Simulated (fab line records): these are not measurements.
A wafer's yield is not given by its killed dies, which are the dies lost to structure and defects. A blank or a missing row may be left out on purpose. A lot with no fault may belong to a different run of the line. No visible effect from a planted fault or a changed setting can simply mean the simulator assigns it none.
Which tool is to blame?    flow nand harc    37 wafers from 13 lots sampled at 5 of the route's 1159 steps

## WHAT THE GAUGES READ, wafer by wafer
NHARC_P_M1_INSPECT_27.
lot   measured      on                 raw defect count
L787  day 6 06:19   defect inspect-02  344 517 412
L792  day 7 05:38   defect inspect-01  190 183 227
L797  day 8 18:56   defect inspect-01  649 250 240
L798  day 8 19:56   defect inspect-02  234
L800  day 9 09:55   defect inspect-01  144 148 297
L801  day 9 15:35   defect inspect-02  214 190 237
L802  day 9 20:14   defect inspect-02  235 253 288
L803  day 9 20:33   defect inspect-02  226 284 240
L805  day 10 06:31  defect inspect-02  495 498 304
L806  day 10 17:05  defect inspect-01  164 242 170
L807  day 10 18:58  defect inspect-01  487 328 304
L810  day 11 15:18  defect inspect-02  299 275 469
L809  day 11 20:13  defect inspect-02  298 297 374

NHARC_P_BONDPAD_CD_MEAS_09: the cd target is 500 nm.
lot   measured      on         cd nm (nm)
L787  day 6 12:16   cd sem-02  500.2 500.4 501.9
L792  day 7 11:34   cd sem-02  501.1 500.9 505.3
L797  day 9 00:48   cd sem-03  503.3 499.7 501.4
L798  day 9 18:07   cd sem-03  501.2
L800  day 9 15:47   cd sem-03  503.1 503.0 503.5
L801  day 9 21:42   cd sem-02  501.2 498.7 499.4
L802  day 10 02:02  cd sem-01  500.1 502.8 499.9
L803  day 10 02:48  cd sem-01  496.0 498.1 498.0
L805  day 10 12:29  cd sem-03  499.0 501.4 499.8
L806  day 10 23:05  cd sem-01  500.1 499.5 498.1
L807  day 11 00:58  cd sem-02  501.6 502.4 498.3
L810  day 11 21:42  cd sem-03  500.6 499.3 501.5
L809  day 12 02:35  cd sem-02  502.1 502.5 500.2

NHARC_END_SORT_01.
lot   measured      on         defect limited yield (%)  killed at array  killed at other  killed at periphery  killed dies  killed open  killed short  sort_bin_2_pct (%)  sort_bin_3_pct (%)  sort_bin_4_pct (%)  sort n pass  sort rim yield pct (%)  sort yield pct (%)
L798  day 22 03:02  prober-01  80.9                      36               0                93                   129          6            3             8.0                 4.58                6.5                 548          95.3                    80.9

## EACH LOT AND THE TOOL THAT RAN IT (in order: tool; ch and the chambers of the sampled wafers; start)
lot   NHARC_P_M2_DEGAS_29           NHARC_P_M2_PVD_21
L787  pvd sputter-03, day 6 08:55   pvd sputter-03, day 6 09:10
L792  pvd sputter-03, day 7 08:22   pvd sputter-03, day 7 08:34
L797  pvd sputter-03, day 8 21:33   pvd sputter-03, day 8 21:48
L798  pvd sputter-03, day 8 22:34   pvd sputter-03, day 8 22:46
L800  pvd sputter-01, day 9 12:24   pvd sputter-01, day 9 12:38
L801  pvd sputter-02, day 9 18:22   pvd sputter-02, day 9 18:37
L802  pvd sputter-02, day 9 22:48   pvd sputter-02, day 9 23:01
L803  pvd sputter-02, day 9 23:11   pvd sputter-02, day 9 23:25
L805  pvd sputter-01, day 10 09:14  pvd sputter-01, day 10 09:28
L806  pvd sputter-01, day 10 19:46  pvd sputter-01, day 10 20:00
L807  pvd sputter-02, day 10 21:37  pvd sputter-02, day 10 21:49
L810  pvd sputter-02, day 11 18:17  pvd sputter-02, day 11 18:30
L809  pvd sputter-01, day 11 23:14  pvd sputter-01, day 11 23:27
- NHARC_P_M2_DEGAS_29: time 60 s.
- NHARC_P_M2_PVD_21: deposits Cu, target thk 30 nm, time 20.49 s.

## WHAT THE TOOLS THEMSELVES READ (means of the sampled wafers that have a number; where no wafer has one, the mark that the record gives instead)
NHARC_P_M2_DEGAS_29.
lot   tool            heater power w (W)
L787  pvd sputter-03  320
L792  pvd sputter-03  348
L797  pvd sputter-03  355
L798  pvd sputter-03  334
L800  pvd sputter-01  315
L801  pvd sputter-02  285
L802  pvd sputter-02  318
L803  pvd sputter-02  380
L805  pvd sputter-01  288
L806  pvd sputter-01  342
L807  pvd sputter-02  331
L810  pvd sputter-02  338
L809  pvd sputter-01  286

NHARC_P_M2_PVD_21.
lot   tool            throttle valve pct (%)
L787  pvd sputter-03  29.3
L792  pvd sputter-03  30.4
L797  pvd sputter-03  29.3
L798  pvd sputter-03  29.9
L800  pvd sputter-01  30.6
L801  pvd sputter-02  29.8
L802  pvd sputter-02  29.6
L803  pvd sputter-02  29.3
L805  pvd sputter-01  30.8
L806  pvd sputter-01  30.1
L807  pvd sputter-02  30.0
L810  pvd sputter-02  30.0
L809  pvd sputter-01  31.1

## THE ANSWER, worked out from the rows above alone
Rule: the lots themselves supply what counts as usual. The widest of any qualifying gaps counts: lots, ordered by their means at a reading, are off when they make up no more than a third of the lots, leave a main group of 4 or more, and stand apart from it by 3 or more times the standard deviation of that group's means. Not used: any main group whose means are identical at the precision the tables above print for the reading. A lot without any number at a reading at which 4 lots or more have one is off too. Where the step has rows for the other lots, those lots are counted as sound. The gauges are gone through in route order, then the tools' own readings, and for those a lot's mean is taken as printed above. At the first step where some lot is off, the reading lying furthest off is the one used; lots without a number count as furthest.
Nothing can be told from this: no lot is off at any reading shown.

## WHAT THE SIMULATOR HAD PUT IN
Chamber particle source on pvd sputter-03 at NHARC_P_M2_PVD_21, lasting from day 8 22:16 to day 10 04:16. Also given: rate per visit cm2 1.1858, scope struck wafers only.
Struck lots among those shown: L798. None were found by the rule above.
